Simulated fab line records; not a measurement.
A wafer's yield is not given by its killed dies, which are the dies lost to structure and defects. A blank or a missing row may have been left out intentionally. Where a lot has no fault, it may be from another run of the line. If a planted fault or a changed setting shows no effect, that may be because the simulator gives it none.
fab line records | flow n5-finfet
record: lots: 4 wafers: 12 last-day: 18
route steps=1938 shown BEOL_M4@1099 BEOL_M5@1112 BEOL_M14@1767 PASSIVATION@1936
lots untouched by any fault: they come from a run of this same line in which no faults occurred
start-h: hours from the record's first day to the start of the lot's first wafer shown | wait-h: hours since the lot's step before | " as in the row above | L1.1+2: a row that stands for several wafers | - either no value or no given start | * or withheld: withheld | < > ~ a bound
route shown NAME@n: a module of which the file shows steps, and the number in the route of the first | usual: the fault-free wafers' mean and standard deviation | same: alike in all rows | chamber/n: place in a boat | sites: the reading at each site | _std_site: their standard deviation | _edge_site: the outer-site mean with the inner-site mean subtracted | radius-mm: how far each site lies from the wafer's centre | mask NAME#n: copy n | behind: the most recent tool/chamber to have shaped the wafer | hold: what put the lot on hold/how long, in hours/how the hold closed | device: the transistor (n, p or np) that didn't switch | end of line: tests of these same wafers at the route's end | a step without rows: its recipe alone | killed: at the first sort, the dies lost to defects and structure; wafer yield is something else | map: per-die view of a wafer (x killed, . not killed, _ where there is no die)
set.NAME: the setting the step ran with; set.NAME@STEP: the setting that earlier step ran with | model.NAME: the simulator's own value behind a step, which no gauge read
certain route steps with their lots: each step a table, each wafer a row
services: when a tool's chamber went out of use (start-h, in hours from the record's first day, below 0 if earlier), for how many hours, and the reason
== steps ==
step: N5_BEOL_M4_ANNEAL_95
recipe: temp-c: 400 time-s: 240 ambient: vacuum
step: N5_BEOL_M4_SPUTTER_96
recipe: material: Cu target-thk-a: 45 temp-c: -20 chamber-pressure-pa: 0.07 power-w: withheld time-s: 8.29
step: N5_BEOL_M4_ECD_50
recipe: material: Cu target-thk-a: 3000
step: N5_BEOL_M4_ANNEAL_51
recipe: temp-c: 225 time-s: 90 ambient: N2
step: N5_BEOL_M4_CMP_52
recipe: stop-on: SiOC t-overpolish-s: 6.8 down-force-psi: 1 platen-rpm: 50 clearing-platen-down-force-psi: 1.5 clearing-platen-rpm: 50 post-cmp-clean: cu-alkaline target-thk-nm: 40 clearing-platen-pad-velocity-m-s: 0.99484 pad-velocity-m-s: 0.99484
step: N5_BEOL_M4_PRE_CLEAN_60
recipe: gas: NH3/H2 time-s: 15 temp-c: * rf-power-w: 300
step: N5_BEOL_M4_CO_CAP_55
recipe: material: Co target-thk-a: 20 temp-c: 200 precursor: CCTBA/H2 pressure-torr: 30 time-s: 102.1
step: N5_BEOL_M4_PRE_CLEAN_56
recipe: gas: NH3 time-s: 15 temp-c: withheld rf-power-w: 300
step: N5_BEOL_M4_DEP_57
recipe: material: SiCN target-thk-a: 80 temp-c: withheld precursor: 3MS/NH3 pressure-torr: 3 rf-w: 202 time-s: 14
step: N5_BEOL_M4_RC_MEAS_101
usual: DIBL_N: 36.0/2.5 DIBL_P: 36.2/3 IOFF_N: 0.16/0.044 IOFF_P: 0.21/0.049 ION_N: 671/15 ION_P: 461/8.7 SS_N: 71.5/0.72 SS_P: 73.4/0.9 VT_N: 251/4.4 VT_P: -250/4
columns lot.wafer tool chamber start-h wait-h DIBL_N[mV/V] DIBL_P[mV/V] IOFF_N[nA/um] IOFF_P[nA/um] ION_N[uA/um] ION_P[uA/um] SS_N[mV/dec] SS_P[mV/dec] VT_N[mV] VT_P[mV]
L322.1 prober-02 0 206.65 0.0 36.0 38.5 0.17 0.23 659 456 71.8 74.9 248 -248
L322.2 " 0 " " 34.5 36.1 0.15 0.20 676 468 71.1 73.7 247 -249
L322.5 " 0 " " 33.9 35.1 0.13 0.18 656 451 71.0 73.2 251 -252
L331.1 prober-02 0 260.71 0.0 39.9 37.9 0.20 0.24 672 462 72.0 74.2 244 -251
L331.5 " 0 " " 34.0 31.6 0.10 0.15 673 464 71.2 72.5 256 -255
L331.6 " 0 " " 38.8 38.2 0.17 0.26 666 466 72.1 75.0 248 -248
L334.2 prober-02 0 275.85 0.2 41.2 43.1 0.31 0.37 692 473 72.8 74.9 240 -241
L334.3 " 0 " " 36.6 37.7 0.19 0.24 683 465 71.4 73.0 245 -248
L334.4 " 0 " " 36.9 38.5 0.20 0.26 682 473 72.0 74.0 245 -245
L342.3 prober-02 0 319.01 0.3 30.4 29.3 0.07 0.10 638 438 70.0 71.8 261 -263
L342.4 " 0 " " 35.3 35.9 0.12 0.18 662 456 71.2 73.4 256 -255
L342.6 " 0 " " 33.7 33.6 0.11 0.14 660 453 71.0 73.0 256 -258
step: N5_BEOL_M5_ILD_DEP_00
recipe: material: SiCOH_lowk target-thk-a: 1406.4 temp-c: 300 precursor: DEMS/porogen pressure-torr: 5 rf-w: 500 time-s: 25.9
step: N5_BEOL_M5_CURE_79
recipe: temp-c: 385 time-s: 240 ambient: He/Ar material: SiCOH_lowk
step: N5_BEOL_M5_PECVD_70
recipe: material: SiO2 target-thk-a: 160 temp-c: 400 precursor: TEOS/O2 pressure-torr: 5.5 rf-w: 450 teos-flow-sccm: 53.8 gas: O2 flow-sccm: 3000 time-s: 18
step: N5_BEOL_M5_HM_DEP_02
recipe: material: TiN target-thk-a: 200 temp-c: 25 chamber-pressure-pa: 0.49996
step: N5_BEOL_M5_COAT_59
recipe: resist: SOC temp-c: 250 time-s: 60 spin-rpm: 1500 resist-thk-nm: 60
step: N5_BEOL_M5_COAT_60
recipe: resist: SiARC temp-c: 220 time-s: 60 spin-rpm: 1500 resist-thk-nm: 12
step: N5_BEOL_M5_COAT_71
recipe: resist: underlayer temp-c: 205 time-s: 60 spin-rpm: 1500 resist-thk-nm: 5
step: N5_BEOL_M5_COAT_05
recipe: resist: CAR-EUV spin-rpm: 1500 resist-thk-nm: 30
step: N5_BEOL_M5_EBR_07
recipe: solvent: PGMEA ebr-width-mm: 1.5
step: N5_BEOL_M5_SOFTBAKE_06
recipe: temp-c: 110 time-s: 60 resist: CAR-EUV
step: N5_BEOL_M5_EXPOSE_08
recipe: mask-id: M5 na: 0.33 source-shape: annular sigma-inner: 0.4 sigma-outer: 0.8 polarization: unpolarized target-cd-nm: 28 dose-mj: 35.75
step: N5_BEOL_M5_PEB_09
recipe: peb-temp-c: 100 peb-time-s: 60 resist: CAR-EUV
step: N5_BEOL_M5_DEVELOP_10
recipe: develop-time-s: 30 developer: TMAH resist: CAR-EUV rinse-liquid: surfactant-rinse dry: air-spin dev-temp-c: 23
step: N5_BEOL_M5_DESCUM_16
recipe: chemistry: O2 time-s: 7 source-power-w: 50 bias-power-w: 20 pressure-mtorr: 20 rf-frequency-hz: 2.712e+07 temp-c: 40 resist: CAR-EUV o2-flow-sccm: 225
step: N5_BEOL_M5_ETCH_72
recipe: chemistry: N2/H2 target: underlayer target-depth-a: 65 mask-material: CAR-EUV time-s: 5.2 ion-energy-ev: 200 pressure-mtorr: 30 source-w: 840 bias-w: 150 n2-flow-sccm: 200 h2-flow-sccm: 200 ends: cleared
step: N5_BEOL_M5_ETCH_61
recipe: chemistry: CF4 target: SiARC target-depth-a: 156 mask-material: CAR-EUV time-s: 26 ion-energy-ev: 80 pressure-mtorr: 40 source-w: 545 bias-w: 36 Ar_flow_sccm: 100 cf4-flow-sccm: 100 ends: cleared
step: N5_BEOL_M5_ETCH_62
recipe: chemistry: N2/H2 target: SOC target-depth-a: 750 overetch-a: 150 mask-material: SiARC temp-c: 40 time-s: 112.5 ion-energy-ev: 200 pressure-mtorr: 30 source-w: 840 bias-w: 150 n2-flow-sccm: 200 h2-flow-sccm: 200
step: N5_BEOL_M5_STRIP_63
recipe: chemistry: N2/H2 temp-c: 40 n2-flow-sccm: 200 h2-flow-sccm: 200 rf-frequency-hz: 6e+07
step: N5_BEOL_M5_STRIP_73
recipe: chemistry: N2/H2 temp-c: 40 n2-flow-sccm: 200 h2-flow-sccm: 200 rf-frequency-hz: 6e+07
step: N5_BEOL_M5_STRIP_64
recipe: chemistry: CF4 resist: SiARC power-w: 300 bias-power-w: 75 pressure-mtorr: 50 cf4-flow-sccm: 150 rf-frequency-hz: 6e+07
step: N5_BEOL_M5_HM_OPEN_17
recipe: chemistry: Cl2/BCl3 target-depth-a: 200 overetch-a: 60 target: TiN mask-material: SOC ion-energy-ev: 150 pressure-mtorr: 10 icp-w: 1000 bias-w: 126 Cl2_flow_sccm: 53.25 bcl3-flow-sccm: 21.75 Ar_flow_sccm: 25
step: N5_BEOL_M5_STRIP_19
recipe: chemistry: O2 power-w: 400 temp-c: 40 pressure-mtorr: 30 rf-frequency-hz: 6e+07 bias-power-w: 0 overash-fraction: 0.2 o2-flow-sccm: 225
step: N5_BEOL_M5_COAT_65
recipe: resist: SOC temp-c: 250 time-s: 60 spin-rpm: 1500 resist-thk-nm: 60
step: N5_BEOL_M5_COAT_66
recipe: resist: SiARC temp-c: 220 time-s: 60 spin-rpm: 1500 resist-thk-nm: 12
step: N5_BEOL_M14_CMP_49
recipe: stop-on: SiO2 t-overpolish-s: 5.2 down-force-psi: 2 platen-rpm: 80 clearing-platen-down-force-psi: 2 clearing-platen-rpm: 80 post-cmp-clean: cu-alkaline target-thk-nm: 560 clearing-platen-pad-velocity-m-s: 1.5917 pad-velocity-m-s: 1.5917
usual: barrier-field-endpoint-s: 11.3/0.32 clearing-platen-down-force-psi: 2.000/0.004 motor-current-A: 8.0/1 overpolish-run-s: 5.201/0.0098 retaining-ring-pressure-frac: 1.000/0.0049 t-overpolish-s: 5.2/0 time-to-endpoint-s: 121/5.3
columns lot.wafer tool chamber start-h wait-h barrier-field-endpoint-s clearing-platen-down-force-psi motor-current-A overpolish-run-s retaining-ring-pressure-frac t-overpolish-s time-to-endpoint-s model.Cu_of_BEOL_M14_ECD_47.thk-nm
L322.1 cmp-02 3 290.86 0.6 11.7 2.010 7.9 5.211 0.999 5.2 129 543.6
L322.2 " 0 " " 11.5 2.000 8.0 5.191 0.997 5.2 125 573.6
L322.5 " 1 " " 11.8 2.008 9.7 5.189 0.999 5.2 125 530
L331.1 cmp-02 1 338.81 0.3 - - - - - - - 1249
L331.6 " 0 " " - - - - - - - 1246
L331.5 " 1 " " - - - - - - - 1262
L334.2 cmp-02 2 352.17 0.2 - - - - - - - 1251
L334.3 " 0 " " - - - - - - - 1255
L334.4 " 1 " " - - - - - - - 1271
L342.4 cmp-02 2 405.32 0.1 11.2 1.999 8.5 5.202 0.994 5.2 119 575.4
L342.3 " 1 " " 11.6 1.996 9.9 5.205 0.986 5.2 128 530.8
L342.6 " 3 " " 11.4 1.994 8.6 5.184 1.001 5.2 120 577.4
step: N5_BEOL_M14_THK_MEAS_50
recipe: thk-meas-gauge: xrf reads: Cu_of_BEOL_M14_ECD_47
usual: M14_THK: 556/20
columns lot.wafer tool chamber start-h wait-h M14_THK[nm]
L322.1 film-metro-02 - 291.07 - 544
L322.2 " - " " 577
L322.5 " - " " 530
L331.1 film-metro-02 - 339.07 0.2 1253
L331.5 " - " " 1266
L331.6 " - " " 1252
L334.2 film-metro-01 - 352.46 0.3 1256
L334.3 " - " " 1255
L334.4 " - " " 1275
L342.3 film-metro-01 - 405.61 - 532
L342.4 " - " " 577
L342.6 " - " " 582
step: N5_BEOL_M14_RS_MEAS_54
recipe: thk-meas-gauge: four-point-probe reads: Cu_of_BEOL_M14_ECD_47+Ta_of_BEOL_M14_SPUTTER_44+TaN_of_BEOL_M14_SPUTTER_43
usual: M14_RS: 0.0335/0.0012
columns lot.wafer tool chamber start-h wait-h M14_RS[ohm/sq]
L322.1 film-metro-01 - 291.25 0.0 0.0343
L322.2 " - " " 0.0324
L322.5 " - " " 0.0352
L331.1 film-metro-02 - 339.20 0.0 0.0136
L331.5 " - " " 0.0134
L331.6 " - " " 0.0136
L334.2 film-metro-01 - 352.59 0.1 0.0136
L334.3 " - " " 0.0135
L334.4 " - " " 0.0134
L342.3 film-metro-01 - 405.77 0.1 0.0350
L342.4 " - " " 0.0323
L342.6 " - " " 0.0321
step: N5_BEOL_M14_INSPECT_55
recipe: inspect-instrument: darkfield mode: post-dep
usual: raw-defect-count: 66/22
columns lot.wafer tool chamber start-h wait-h raw-defect-count
L322.1 defect-inspect-02 - 291.27 0.0 82
L322.2 " - " " 64
L322.5 " - " " 44
L331.1 defect-inspect-01 - 339.22 0.0 6484
L331.5 " - " " 6318
L331.6 " - " " 6422
L334.2 defect-inspect-01 - 352.62 0.0 6434
L334.3 " - " " 6541
L334.4 " - " " 6543
L342.3 defect-inspect-02 - 405.80 0.0 67
L342.4 " - " " 39
L342.6 " - " " 65
step: N5_PASSIVATION_PROBE_49
usual: defect-limited-yield: 91.7/1.4 killed_at_M0_to_M3: 31/11 killed_at_M4_up: 13/4.6 killed-at-contacts: 13/6.7 killed-at-front-end: 39/9.6 killed-at-other: 3.5/2.8 killed-dies: 98/16 killed-on-rim: 13/4.2 killed-open: 64/11 killed-short: 33/8.5 sort_bin_5_function: 4.9/0.96 sort_bin_6_memory: 3.1/0.59 sort_bin_8_speed: 0.2/1.3 sort-n-pass: 1080/23 sort-yield-pct: 91.5/1.9
same: gross-dies: 1180 killed-at-back-side: 0 sort_bin_4_leakage[%]: 0
columns lot.wafer tool chamber start-h wait-h defect-limited-yield[%] killed_at_M0_to_M3 killed_at_M4_up killed-at-contacts killed-at-front-end killed-at-other killed-dies killed-on-rim killed-open killed-short sort_bin_5_function[%] sort_bin_6_memory[%] sort_bin_8_speed[%] sort-n-pass sort-yield-pct[%]
L331.1 prober-01 - 362.21 0.0 0 30 1091 21 33 5 1180 152 66 34 5.1 3.2 0 0 0
L331.5 prober-01 - 362.41 0.2 0 22 1109 13 36 0 1180 152 59 26 4.5 2.5 0 0 0
L331.6 prober-01 - 362.46 0.3 0 24 1108 17 31 0 1180 152 58 23 4.2 2.4 0 0 0
L334.2 prober-02 - 375.32 0.1 0 51 1065 15 49 0 1180 152 86 44 6.9 3.6 0 0 0
L334.3 prober-02 - 375.37 0.1 0 51 1092 5 32 0 1180 152 73 25 4.8 3.5 0 0 0
L334.4 prober-02 - 375.42 0.2 0 36 1101 10 33 0 1180 152 61 25 5.2 2.7 0 0 0
killed by level:class
L331.1 BEOL_M14:area-cmp=1080 MOL_CONTACT_COAG:geometric-particle:open=16 FIN_SAQP:geometric-particle:short=7 BEOL_M2:geometric-particle:open=7 STI_FIN_REVEAL:geometric-particle:open=6 BEOL_M0_SAQP:geometric-particle:open=6 BEOL_M0_SAQP:geometric-particle:short=6 FIN_SAQP:geometric-particle:open=5
L331.5 BEOL_M14:area-cmp=1095 MOL_CONTACT_COAG:geometric-particle:open=12 STI_FIN_REVEAL:geometric-particle:open=9 BEOL_M4:geometric-particle:open=8 BEOL_M0_SAQP:geometric-particle:short=8 BEOL_M2:geometric-particle:open=7 FIN_SAQP:geometric-particle:open=7 FIN_SAQP:geometric-particle:short=6
L331.6 BEOL_M14:area-cmp=1099 MOL_CONTACT_COAG:geometric-particle:open=16 BEOL_M2:geometric-particle:open=8 FIN_SAQP:geometric-particle:open=6 STI_FIN_REVEAL:geometric-particle:open=6 FIN_SAQP:geometric-particle:short=4 BEOL_M0_SAQP:geometric-particle:open=4 STARTING-WAFER:geometric-particle:short=3
L334.2 BEOL_M14:area-cmp=1048 FIN_SAQP:geometric-particle:open=18 FIN_SAQP:geometric-particle:short=13 BEOL_M1:geometric-particle:open=13 MOL_CONTACT_COAG:geometric-particle:open=9 BEOL_M0_SAQP:geometric-particle:short=8 BEOL_M0_SAQP:geometric-particle:open=7 MOL_CONTACT_COAG:geometric-particle:short=6
L334.3 BEOL_M14:area-cmp=1080 BEOL_M1:geometric-particle:open=16 BEOL_M0_SAQP:geometric-particle:open=14 FIN_SAQP:geometric-particle:short=7 STI_FIN_REVEAL:geometric-particle:open=7 BEOL_M0_SAQP:geometric-particle:short=7 BEOL_M4:geometric-particle:open=6 FIN_SAQP:geometric-particle:open=5
L334.4 BEOL_M14:area-cmp=1087 BEOL_M0_SAQP:geometric-particle:open=10 FIN_SAQP:geometric-particle:open=9 MOL_CONTACT_COAG:geometric-particle:open=9 BEOL_M0_SAQP:geometric-particle:short=9 BEOL_M2:geometric-particle:open=7 STI_FIN_REVEAL:geometric-particle:open=6 BEOL_M1:geometric-particle:open=4
map L331.1 (x killed, . not)
_________________xxxxxxxxxxxx________________
______________xxxxxxxxxxxxxxxxxx_____________
___________xxxxxxxxxxxxxxxxxxxxxxxx__________
__________xxxxxxxxxxxxxxxxxxxxxxxxxx_________
________xxxxxxxxxxxxxxxxxxxxxxxxxxxxxx_______
_______xxxxxxxxxxxxxxxxxxxxxxxxxxxxxxxx______
______xxxxxxxxxxxxxxxxxxxxxxxxxxxxxxxxxx_____
_____xxxxxxxxxxxxxxxxxxxxxxxxxxxxxxxxxxxx____
____xxxxxxxxxxxxxxxxxxxxxxxxxxxxxxxxxxxxxx___
___xxxxxxxxxxxxxxxxxxxxxxxxxxxxxxxxxxxxxxxx__
___xxxxxxxxxxxxxxxxxxxxxxxxxxxxxxxxxxxxxxxx__
__xxxxxxxxxxxxxxxxxxxxxxxxxxxxxxxxxxxxxxxxxx_
__xxxxxxxxxxxxxxxxxxxxxxxxxxxxxxxxxxxxxxxxxx_
_xxxxxxxxxxxxxxxxxxxxxxxxxxxxxxxxxxxxxxxxxxxx
_xxxxxxxxxxxxxxxxxxxxxxxxxxxxxxxxxxxxxxxxxxxx
_xxxxxxxxxxxxxxxxxxxxxxxxxxxxxxxxxxxxxxxxxxxx
_xxxxxxxxxxxxxxxxxxxxxxxxxxxxxxxxxxxxxxxxxxxx
_xxxxxxxxxxxxxxxxxxxxxxxxxxxxxxxxxxxxxxxxxxxx
_xxxxxxxxxxxxxxxxxxxxxxxxxxxxxxxxxxxxxxxxxxxx
_xxxxxxxxxxxxxxxxxxxxxxxxxxxxxxxxxxxxxxxxxxxx
_xxxxxxxxxxxxxxxxxxxxxxxxxxxxxxxxxxxxxxxxxxxx
__xxxxxxxxxxxxxxxxxxxxxxxxxxxxxxxxxxxxxxxxxx_
__xxxxxxxxxxxxxxxxxxxxxxxxxxxxxxxxxxxxxxxxxx_
___xxxxxxxxxxxxxxxxxxxxxxxxxxxxxxxxxxxxxxxx__
___xxxxxxxxxxxxxxxxxxxxxxxxxxxxxxxxxxxxxxxx__
____xxxxxxxxxxxxxxxxxxxxxxxxxxxxxxxxxxxxxx___
_____xxxxxxxxxxxxxxxxxxxxxxxxxxxxxxxxxxxx____
______xxxxxxxxxxxxxxxxxxxxxxxxxxxxxxxxxx_____
_______xxxxxxxxxxxxxxxxxxxxxxxxxxxxxxxx______
________xxxxxxxxxxxxxxxxxxxxxxxxxxxxxx_______
__________xxxxxxxxxxxxxxxxxxxxxxxxxx_________
___________xxxxxxxxxxxxxxxxxxxxxxxx__________
______________xxxxxxxxxxxxxxxxxx_____________
_________________xxxxxxxxxxxx________________
map L334.2 (x killed, . not)
_________________xxxxxxxxxxxx________________
______________xxxxxxxxxxxxxxxxxx_____________
___________xxxxxxxxxxxxxxxxxxxxxxxx__________
__________xxxxxxxxxxxxxxxxxxxxxxxxxx_________
________xxxxxxxxxxxxxxxxxxxxxxxxxxxxxx_______
_______xxxxxxxxxxxxxxxxxxxxxxxxxxxxxxxx______
______xxxxxxxxxxxxxxxxxxxxxxxxxxxxxxxxxx_____
_____xxxxxxxxxxxxxxxxxxxxxxxxxxxxxxxxxxxx____
____xxxxxxxxxxxxxxxxxxxxxxxxxxxxxxxxxxxxxx___
___xxxxxxxxxxxxxxxxxxxxxxxxxxxxxxxxxxxxxxxx__
___xxxxxxxxxxxxxxxxxxxxxxxxxxxxxxxxxxxxxxxx__
__xxxxxxxxxxxxxxxxxxxxxxxxxxxxxxxxxxxxxxxxxx_
__xxxxxxxxxxxxxxxxxxxxxxxxxxxxxxxxxxxxxxxxxx_
_xxxxxxxxxxxxxxxxxxxxxxxxxxxxxxxxxxxxxxxxxxxx
_xxxxxxxxxxxxxxxxxxxxxxxxxxxxxxxxxxxxxxxxxxxx
_xxxxxxxxxxxxxxxxxxxxxxxxxxxxxxxxxxxxxxxxxxxx
_xxxxxxxxxxxxxxxxxxxxxxxxxxxxxxxxxxxxxxxxxxxx
_xxxxxxxxxxxxxxxxxxxxxxxxxxxxxxxxxxxxxxxxxxxx
_xxxxxxxxxxxxxxxxxxxxxxxxxxxxxxxxxxxxxxxxxxxx
_xxxxxxxxxxxxxxxxxxxxxxxxxxxxxxxxxxxxxxxxxxxx
_xxxxxxxxxxxxxxxxxxxxxxxxxxxxxxxxxxxxxxxxxxxx
__xxxxxxxxxxxxxxxxxxxxxxxxxxxxxxxxxxxxxxxxxx_
__xxxxxxxxxxxxxxxxxxxxxxxxxxxxxxxxxxxxxxxxxx_
___xxxxxxxxxxxxxxxxxxxxxxxxxxxxxxxxxxxxxxxx__
___xxxxxxxxxxxxxxxxxxxxxxxxxxxxxxxxxxxxxxxx__
____xxxxxxxxxxxxxxxxxxxxxxxxxxxxxxxxxxxxxx___
_____xxxxxxxxxxxxxxxxxxxxxxxxxxxxxxxxxxxx____
______xxxxxxxxxxxxxxxxxxxxxxxxxxxxxxxxxx_____
_______xxxxxxxxxxxxxxxxxxxxxxxxxxxxxxxx______
________xxxxxxxxxxxxxxxxxxxxxxxxxxxxxx_______
__________xxxxxxxxxxxxxxxxxxxxxxxxxx_________
___________xxxxxxxxxxxxxxxxxxxxxxxx__________
______________xxxxxxxxxxxxxxxxxx_____________
_________________xxxxxxxxxxxx________________
== services ==
columns tool chamber start-h hours kind
cmp-02 - 303.32 1.6 repair
cmp-02 - 307.52 0.3 repair
cmp-02 - 315.83 4.0 pm
cmp-02 - 319.83 - consumable-replace:conditioner
cmp-02 - 319.83 - consumable-replace:pad
cmp-02 - 319.83 4.8 pm
cmp-02 - 387.01 1.0 repair
== key ==
first-sign: step: N5_BEOL_M14_CMP_49 reading: tool-record direction: missing
effect: step: N5_BEOL_M14_THK_MEAS_50 reading: M14_THK direction: up sigmas: 35 usual: 556 struck: 1259
effect: step: N5_BEOL_M14_RS_MEAS_54 reading: M14_RS direction: down sigmas: 17 usual: 0.0335 struck: 0.0135
effect: step: N5_BEOL_M14_INSPECT_55 reading: raw-defect-count direction: up sigmas: 99+ usual: 66 struck: 6457
effect: step: N5_PASSIVATION_PROBE_49 reading: killed_at_M4_up direction: up sigmas: 99+ usual: 13 struck: 1094
model-effect: step: N5_BEOL_M14_CMP_49 value: Cu_of_BEOL_M14_ECD_47.thk-nm without: 534.1 struck: 1256
more-kills-born-at: N5_BEOL_M14_CMP_49@cmp-02: 6489
met-at N5_BEOL_M14_CMP_49
struck-wafers L331.1,L331.5,L331.6,L334.2,L334.3,L334.4
later-rows-left-out L331.1,L331.5,L331.6,L334.2,L334.3,L334.4
onset-between 290.86 338.81
fault: kind: skipped-step-whole tool: cmp-02 chamber: - onset-h: 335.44 steps: N5_BEOL_M14_CMP_49 scope: struck-lots-only
later-rows-left-out: the simulator's readings of these wafers behind a module that went badly wrong aren't trusted and aren't shown, but for the sort
